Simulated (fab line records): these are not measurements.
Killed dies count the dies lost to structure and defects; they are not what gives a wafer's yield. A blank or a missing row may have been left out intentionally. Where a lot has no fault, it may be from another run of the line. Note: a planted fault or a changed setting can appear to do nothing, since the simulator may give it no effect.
Matching of chambers -- flow nand-harc -- pecvd-01 running NHARC_P_M0_PRE_CLEAN_31: 3 sister chambers
The step time 12 s. 6 wafers are shown with their chamber, then 7 later ones without.

== EACH WAFER AND ITS CHAMBER ==
wafer,chamber,heater-power-w (W)
L079.6,0,681
L086.1,2,716
L086.5,2,699
L086.6,0,697
L089.3,1,804
L089.5,1,822

== WAFERS WITHOUT THEIR CHAMBER ==
wafer,heater-power-w (W)
L089.6,692
L092.3,680
L092.5,682
L092.6,759
L097.2,682
L097.4,705
L097.6,753

== CHAMBER TAKEN BY EACH ==
wafer,from the rows above,in truth
L089.6,can't be placed: 0 or 2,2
L092.3,can't be placed: 0 or 2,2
L092.5,can't be placed: 0 or 2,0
L092.6,can't be placed: 2 or 1 or 0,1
L097.2,can't be placed: 0 or 2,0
L097.4,can't be placed: 2 or 0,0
L097.6,can't be placed: 2 or 1 or 0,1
Placed correctly: 0 of 7. Not placeable from these rows: 7 (in 7, the candidates include the true chamber). Wrongly placed: 0.
How it was worked out, from the rows above alone: a wafer's distance from a chamber is the root of the sum, over the readings, of the square of ((its reading less the chamber's mean) divided by the reading's scatter). The wafer belongs to the nearest chamber; if the next one is less than 2 further off, it can't be placed. For every chamber, the mean is computed from those of its wafers that are shown. The scatter: take each reading less its chamber's mean, square it, sum over the shown wafers, divide by the number of wafers less the number of chambers, and take the root.
